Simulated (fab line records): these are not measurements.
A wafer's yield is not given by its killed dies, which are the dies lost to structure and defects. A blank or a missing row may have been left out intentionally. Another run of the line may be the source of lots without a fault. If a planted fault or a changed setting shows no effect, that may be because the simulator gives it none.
Chamber matching :: flow nand harc :: cmp-01 running NHARC_P_BONDPAD_CMP_32: 4 sister chambers
The step polishes SiCN, target thk 200 nm. 14 wafers are shown with their chamber, then 7 later ones without.

WAFERS WITH THEIR CHAMBER
wafer: L078.1
chamber: 0
motor current A (A): 12.0

wafer: L078.2
chamber: 2
motor current A (A): 10.6

wafer: L078.4
chamber: 1
motor current A (A): 10.6

wafer: L080.3
chamber: 0
motor current A (A): 12.1

wafer: L080.4
chamber: 3
motor current A (A): 12.6

wafer: L080.5
chamber: 0
motor current A (A): 12.0

wafer: L081.1
chamber: 2
motor current A (A): 10.9

wafer: L081.3
chamber: 1
motor current A (A): 10.5

wafer: L081.5
chamber: 0
motor current A (A): 11.3

wafer: L082.1
chamber: 3
motor current A (A): 13.1

wafer: L082.4
chamber: 2
motor current A (A): 11.1

wafer: L082.5
chamber: 1
motor current A (A): 10.6

wafer: L090.1
chamber: 3
motor current A (A): 11.9

wafer: L090.2
chamber: 0
motor current A (A): 11.5

SIGNATURES (means of the wafers above)
reading: motor current A
chamber 0: 11.780
chamber 1: 10.567
chamber 2: 10.867
chamber 3: 12.533
scatter within a chamber: 0.37
Rule: distance of a wafer from a chamber = root of the sum over the readings of ((wafer's reading minus chamber's mean) / reading's scatter) squared. If the next closest chamber is less than 2 further off than the closest, the wafer can't be placed; otherwise it belongs to the closest. The scatter: the root of (the sum of the squares of (reading less its chamber's mean) over the shown wafers, divided by (wafers less chambers)).

WAFERS WHOSE CHAMBER IS MISSING
wafer: L090.6
motor current A (A): 11.3

wafer: L092.1
motor current A (A): 11.7

wafer: L092.4
motor current A (A): 12.1

wafer: L092.5
motor current A (A): 12.0

wafer: L094.2
motor current A (A): 10.2

wafer: L094.3
motor current A (A): 10.5

wafer: L094.5
motor current A (A): 10.9

EACH ONE'S CHAMBER
wafer: L090.6
from the rows above: can't be placed: 2 or 0 or 1
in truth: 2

wafer: L092.1
from the rows above: 0
in truth: 0

wafer: L092.4
from the rows above: can't be placed: 0 or 3
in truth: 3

wafer: L092.5
from the rows above: can't be placed: 0 or 3
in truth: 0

wafer: L094.2
from the rows above: can't be placed: 1 or 2
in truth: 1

wafer: L094.3
from the rows above: can't be placed: 1 or 2
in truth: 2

wafer: L094.5
from the rows above: can't be placed: 2 or 1
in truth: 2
Placed correctly: 1 of 7. Not placeable from these rows: 6 (in 6, the candidates include the true chamber). 0 placed wrongly.
